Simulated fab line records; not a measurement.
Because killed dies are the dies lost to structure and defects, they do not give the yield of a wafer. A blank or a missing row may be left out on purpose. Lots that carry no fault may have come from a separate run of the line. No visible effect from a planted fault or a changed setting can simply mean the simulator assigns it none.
A struck lot beside a sound one :: flow n5-finfet :: 39 steps out of a route of 1938
Sound: wafers L673.1, L673.3, L673.4. Wafers struck: L680.1, L680.2, L680.6. At the end, the cause is stated.
Each step with rows lists, per side, the tool, then ch with its chambers, then its first start. Under that, the readings that differ: sound wafers :: struck wafers :: difference of the means :: sigmas: that difference in standard deviations of wafers without a fault.
alike: readings with means less than 2 such deviations apart, plus words and numbers identical on both sides. not compared: withheld readings, readings lacking a value on some wafer, bounds such as >300 that could conceal the same value, and numbers that have no deviation in the record and whose values overlap.
The two part at a step that has a row with sigmas, a row that says differs or no value, or rows on one side only. Numbers that don't overlap but have no deviation are shown without sigmas and don't part them. A reading that every wafer of one side lacks parts them only if that side has two wafers or more.

N5_HKMG_FIN_ALD_71: deposits TiN, target thk 1 nm, pulse time 1 s, purge time 3 s.
  sound on ald-metal-01 ch 1,2,3, day 4 18:47; struck on ald-metal-04 ch 1,2,3, day 6 16:02
  alike: heater-power-w, precursor-pulse-height-rel
then, 5 steps without rows for these wafers: N5_HKMG_FIN_COAT_66 (time 60 s, resist thk 300 nm); N5_HKMG_FIN_ETCH_67 (etches SOC in N2/H2, stops on TiN, target depth 388.9 nm); N5_HKMG_FIN_STRIP_90 (strips SOC in N2/H2, time 20 s); N5_HKMG_FIN_WET_ETCH_73 (etches the open film in SC1, time 42.3 s, target depth 1.3 nm, rinse time 30 s); N5_HKMG_FIN_ETCHBACK_68 (etches the open film in Cl2/Ar, stops on HfO2, target depth 0.5 nm).
N5_HKMG_FIN_STRIP_69: strips in N2/H2, time 360 s.
  sound on plasma-asher-01 ch 0,1, day 4 19:40; struck on plasma-asher-02 ch 0,1, day 6 16:55
  alike: drypump-motor-current-A, heater-power-w
  not compared: rf-hours-counter-h
then, 5 steps without rows for these wafers: N5_HKMG_FIN_ALD_21 (deposits TiN, target thk 1.5 nm, pulse time 1 s, purge time 3 s); N5_HKMG_FIN_ALD_72 (deposits W, target thk 2 nm, pulse time 1 s, purge time 2 s); N5_HKMG_FIN_W_FILL_22 (material W, target thk 60 nm, time 18.2 s); N5_HKMG_FIN_PRECLEAN_83 (cleans in DIW, time 57.5 s); N5_HKMG_FIN_SRD_84 (dry time 32 s).
N5_HKMG_FIN_CMP_23: polishes, stops on SiNx, t overpolish 10 s, target thk 46.326 nm.
  sound on cmp-04 ch 0,2,3, day 4 20:41; struck on cmp-02 ch 0,2,3, day 6 17:58
  alike: motor-current-A, overpolish-run-s, time-to-endpoint-s
then, 4 steps without rows for these wafers: N5_HKMG_FIN_CMP_94 (polishes, stops on SiNx, t overpolish 4.7 s, target thk 43.299 nm); N5_GATE_CUT_ETCHBACK_00 (etches W in SF6/Cl2); N5_GATE_CUT_ETCH_56 (etches TiN in Cl2/Ar, target depth 21.6 nm); N5_GATE_CUT_ETCHBACK_30 (etches TiN in Cl2/Ar, target depth 3 nm).
N5_GATE_CUT_VAPOR_ETCH_60: etches HfO2 in BCl3/Cl2.
  sound on rie-metal-01 ch 0,1, day 4 21:35; struck on rie-metal-02 ch 0,1, day 6 18:58
  alike: drypump-motor-current-A, oes-product-au
then, 1 step without rows for these wafers: N5_GATE_CUT_ETCH_58 (etches SiNx in CH3F/O2, target depth 17 nm, time 128.6 s).
N5_GATE_CUT_STRIP_59: strips in N2/H2, time 20 s.
  sound on rie-diel-06 ch 0,1,3, day 4 21:45; struck on rie-diel-03 ch 0,1, day 6 19:14
reading: rf-vpp-V (V)
sound: 44.8 43.9 42.8
struck: 45.2 46.3 45.5
difference: +1.8
sigmas: +2
  alike: drypump-motor-current-A, oes-product-au, showerhead-plenum-p-Torr, throttle-valve-pct
  not compared: rf-hours-counter-h
then, 2 steps without rows for these wafers: N5_GATE_CUT_PRECLEAN_31 (cleans in DIW, time 300 s); N5_GATE_CUT_SRD_32 (time 30 s).
N5_GATE_CUT_SAC_CAP_01: material SiNx, target thk 24 nm, pulse time 1 s, ald cycles 480.
  sound on ald-sin-04 ch 0,1,2, day 4 22:26; struck on ald-sin-02 ch 1,2,3, day 6 19:28
  alike: heater-power-w, precursor-pulse-height-rel
then, 12 steps without rows for these wafers: N5_GATE_CUT_PECVD_57 (deposits SiNx from SiH4/NH3/N2, target thk 21 nm); N5_GATE_CUT_CMP_02 (polishes, stops on SiO2, t overpolish 12.7 s, target thk 0 nm); N5_GATE_CUT_HM_DEP_46 (deposits SiO2 from TEOS/O2, target thk 130 nm, time 26.6 s); N5_GATE_CUT_COAT_34 (time 60 s, resist thk 60 nm); N5_GATE_CUT_COAT_35 (time 60 s, resist thk 10 nm); N5_GATE_CUT_COAT_27 (time 60 s, resist thk 10 nm); N5_GATE_CUT_COAT_07 (resist thk 30 nm); N5_GATE_CUT_EBR_09; N5_GATE_CUT_SOFTBAKE_08 (time 60 s); N5_GATE_CUT_EXPOSE_10 (exposes mask GATE CUT, target cd 20 nm); N5_GATE_CUT_PEB_11 (peb time 60 s); N5_GATE_CUT_DEVELOP_12 (develop time 30 s).
N5_GATE_CUT_CD_MEAS_13: target cd 20 nm.
  sound on cd-sem-02 ch 0, day 5 01:22; struck on cd-sem-02 ch 0, day 6 22:24
  alike: cd-nm
N5_GATE_CUT_OVL_MEAS_14:
  sound on overlay-02 ch 0, day 5 01:24; struck on overlay-01 ch 0, day 6 22:26
  alike: GATE_CUT_OVL
then, 1 step without rows for these wafers: N5_GATE_CUT_DESCUM_18 (chemistry O2, time 7 s).
-- record jumps: 7 days separate the struck wafers' starts on either side; left off in module GATE_CUT, taken up again in module PASSIVATION, whose first shown step is the route's number 1936 --
N5_PASSIVATION_PROBE_49:
  sound: prober-02 at day 12 17:48; struck: prober-02 at day 13 22:53
reading: killed-at-front-end
sound: 26 30 21
struck: 282 259 255
difference: +240
sigmas: +20

reading: killed-dies
sound: 88 99 97
struck: 328 302 319
difference: +222
sigmas: +14

reading: killed-on-rim
sound: 10 15 10
struck: 45 48 48
difference: +35
sigmas: +9
  alike: killed_at_M0_to_M3, killed_at_M4_up, killed-at-contacts, killed-at-other, killed-open, killed-short

== WHERE THEY PART ==
Last at N5_PASSIVATION_PROBE_49 as far as this record goes, first at N5_GATE_CUT_STRIP_59.

WHY: the cause the simulator had injected
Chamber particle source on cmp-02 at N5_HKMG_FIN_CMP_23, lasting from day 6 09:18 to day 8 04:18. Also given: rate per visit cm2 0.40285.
